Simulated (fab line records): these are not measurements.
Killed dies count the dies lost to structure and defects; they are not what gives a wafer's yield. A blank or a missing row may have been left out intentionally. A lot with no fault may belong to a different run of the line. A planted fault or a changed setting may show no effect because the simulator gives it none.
Matching of chambers	flow n5 finfet	N5_FIN_SAQP_MANDREL_ETCH_22 on rie si-03 has 4 sister chambers
The step etches a-Si in HBr/Cl2, stops on SiNx, target depth 60 nm, bt time 10 s, time 30 s. 18 wafers are shown with their chamber, then 9 later ones without.

WAFERS WITH THEIR CHAMBER
wafer	chamber	throttle valve pct (%)	drypump motor current A (A)	oes product au (a.u.)
L078.1	0	35.4	6.1	0.755
L078.2	1	35.1	5.7	0.782
L078.6	2	35.9	6.5	0.791
L079.2	2	35.9	6.5	0.769
L079.3	3	34.8	6.2	0.784
L079.6	2	35.9	6.5	0.778
L082.1	0	35.4	6.1	0.754
L082.3	1	35.1	5.7	0.780
L082.4	3	34.8	6.3	0.784
L085.1	3	34.8	6.2	0.777
L085.3	1	35.2	5.7	0.769
L085.4	0	35.4	6.1	0.767
L089.3	3	34.8	6.2	0.770
L089.4	1	35.1	5.7	0.782
L089.6	1	35.1	5.7	0.786
L091.1	2	35.9	6.5	0.770
L091.2	0	35.4	6.1	0.747
L091.6	2	35.9	6.5	0.775

SIGNATURES, as means of the wafers listed above
reading	chamber 0	chamber 1	chamber 2	chamber 3	scatter within a chamber
throttle valve pct	35.400	35.120	35.900	34.800	0.0239
drypump motor current A	6.100	5.700	6.500	6.225	0.0231
oes product au	0.75575	0.77980	0.77660	0.77875	0.00765
Rule: a wafer's distance from a chamber is the root of the sum, over the readings, of the square of ((its reading less the chamber's mean) divided by the reading's scatter). The wafer belongs to the nearest chamber; if the next one is less than 2 further off, it can't be placed. The scatter: take each reading less its chamber's mean, square it, sum over the shown wafers, divide by the number of wafers less the number of chambers, and take the root.

WAFERS MISSING THEIR CHAMBER
wafer	throttle valve pct (%)	drypump motor current A (A)	oes product au (a.u.)
L092.1	34.8	6.2	0.782
L092.4	35.1	5.7	0.788
L092.6	35.1	5.7	0.796
L094.2	34.9	6.2	0.765
L094.3	35.4	6.1	0.765
L094.5	35.9	6.5	0.776
L095.4	35.9	6.5	0.779
L095.5	34.8	6.2	0.780
L095.6	35.9	6.5	0.778

EACH ONE'S CHAMBER
wafer	from the rows above	in truth
L092.1	3	3
L092.4	1	1
L092.6	1	1
L094.2	3	3
L094.3	0	0
L094.5	2	2
L095.4	2	2
L095.5	3	3
L095.6	2	2
Placed correctly: 9 of 9. Can't be placed from these rows: 0. Placed wrongly: 0.
